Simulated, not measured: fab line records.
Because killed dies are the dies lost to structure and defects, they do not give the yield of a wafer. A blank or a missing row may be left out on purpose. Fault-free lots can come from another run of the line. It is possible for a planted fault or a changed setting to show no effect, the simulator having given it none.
Split-lot study	flow n5-finfet	on a route of 1938 steps: 7 lots, 21 wafers read

THE SPLIT ITSELF
At N5_BEOL_M4_TRENCH_ETCH_37 (etches SiOC in C4F6/O2, target depth 55.555 nm, time 29.2 s), the setting time-s was moved away from the recipe's 29.2 s on 3 of the 21 wafers read, by -20.3% to +15.7%. For the rest of the wafers, this setting stayed at what the recipe calls for.

FROM THE SPLIT TO THE READING: what the file shows between them, 13 steps
- N5_BEOL_M4_ETCH_41: etches SiCN in CH3F/O2, target depth 29.9 nm, time 52.5 s
- N5_BEOL_M4_STRIP_97: strips in N2/H2, time 10 s
- N5_BEOL_M4_OCD_MEAS_38
- N5_BEOL_M4_HM_STRIP_39: strips TiN in peroxide tin strip, target depth 25 nm, time 158 s
- N5_BEOL_M4_SRD_40: time 30 s
- N5_BEOL_M4_ECD_50: material Cu, target thk 300 nm
- N5_BEOL_M4_ANNEAL_51: time 90 s
- N5_BEOL_M4_CMP_52: polishes, stops on SiOC, t overpolish 6.8 s, target thk 40 nm
- N5_BEOL_M4_THK_MEAS_53: measures by xrf
- N5_BEOL_M4_PRE_CLEAN_60: time 15 s
- N5_BEOL_M4_CO_CAP_55: material Co, precursor CCTBA/H2, target thk 2 nm, time 102.1 s
- N5_BEOL_M4_PRE_CLEAN_56: time 15 s
- N5_BEOL_M4_DEP_57: deposits SiCN from 3MS/NH3, target thk 8 nm, time 14 s

THE READING
M4_RS in ohm/sq, measured at N5_BEOL_M4_RS_MEAS_58 by four-point-probe. Fault-free wafers of this fab line usually give 0.69 ohm/sq, standard deviation 0.032 ohm/sq.

wafer	tool, chamber at the split	time-s as run, s	against the recipe	M4_RS, ohm/sq	against lot-mates on the recipe
L075.2	rie-diel-02, 3	29.2	recipe	0.71	-
L075.3	rie-diel-02, 1	29.2	recipe	0.69	-
L075.6	rie-diel-02, 3	29.2	recipe	0.73	-
L083.1	rie-diel-02, 1	29.2	recipe	0.74	-
L083.4	rie-diel-02, 0	29.2	recipe	0.71	-
L083.5	rie-diel-02, 1	29.2	recipe	0.76	-
L087.2	rie-diel-02, 1	29.2	recipe	0.72	-
L087.3	rie-diel-02, 0	29.2	recipe	0.67	-
L087.6	rie-diel-02, 0	29.2	recipe	0.66	-
L086.3	rie-diel-06, 2	23.27	-20.3%	1.10	+0.46
L086.5	rie-diel-06, 0	29.2	recipe	0.64	-
L086.6	rie-diel-06, 3	23.27	-20.3%	1.01	+0.37
L091.2	rie-diel-02, 0	33.79	+15.7%	0.55	-0.15
L091.3	rie-diel-02, 3	29.2	recipe	0.71	-
L091.5	rie-diel-02, 1	29.2	recipe	0.69	-
L093.2	rie-diel-03, 2	29.2	recipe	0.67	-
L093.5	rie-diel-03, 0	29.2	recipe	0.70	-
L093.6	rie-diel-03, 1	29.2	recipe	0.70	-
L095.2	rie-diel-06, 2	29.2	recipe	0.69	-
L095.3	rie-diel-06, 1	29.2	recipe	0.67	-
L095.6	rie-diel-06, 3	29.2	recipe	0.69	-

THE FIT
A straight line over all 21 wafers: M4_RS changes by -0.0155 ohm/sq for each +1% of time-s; r = -0.94; the points scatter about the line by 0.04 ohm/sq.
The same after taking each lot's own level away (the mean of its wafers on the recipe; 21 wafers): -0.0177 ohm/sq for each +1%; r = -0.96; scatter 0.039 ohm/sq.
On that fit, the largest move of time-s shifts the reading by 0.36 ohm/sq.
From 0.640 to 0.737 ohm/sq: that is the span of the lots' own levels, equal to 3.0 times the standard deviation above.
So the lot-to-lot level changes the slope: the two fits differ.
Check: +0.31 ohm/sq against its lot-mates is what the line predicts for one of the wafers moved furthest among these (-20.3%) when that wafer is left out of the fit. Against them it came out at +0.46 ohm/sq.

THE WHOLE CHAIN: every reading that the file lists as answering this split, in the file's order
step	what it does	reading	change (the file's fit)	r (the file's)
N5_BEOL_M4_TRENCH_ETCH_37	etches SiOC in C4F6/O2, target depth 55.555 nm, time 29.2 s	etch.depth-nm (the simulator's own value, which no gauge read)	+0.546 nm for each +1% of the setting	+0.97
N5_BEOL_M4_TRENCH_ETCH_37	etches SiOC in C4F6/O2, target depth 55.555 nm, time 29.2 s	BEOL_M4.feature-depth-nm (the simulator's own value, which no gauge read)	+0.54 nm for each +1% of the setting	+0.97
N5_BEOL_M4_OCD_MEAS_38		trench-depth-nm	+0.534 nm for each +1% of the setting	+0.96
N5_BEOL_M4_CMP_52	polishes, stops on SiOC, t overpolish 6.8 s, target thk 40 nm	Cu_of_BEOL_M4_ECD_50.thk-nm (the simulator's own value, which no gauge read)	+0.587 nm for each +1% of the setting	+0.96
N5_BEOL_M4_THK_MEAS_53	measures by xrf	M4_THK	+0.607 for each +1% of the setting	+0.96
N5_BEOL_M4_RS_MEAS_58	measures by four-point-probe	M4_RS	-0.0164 for each +1% of the setting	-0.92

FILE'S OWN FIT
M4_RS changes by -0.0164 ohm/sq for each +1% of time-s, r = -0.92.
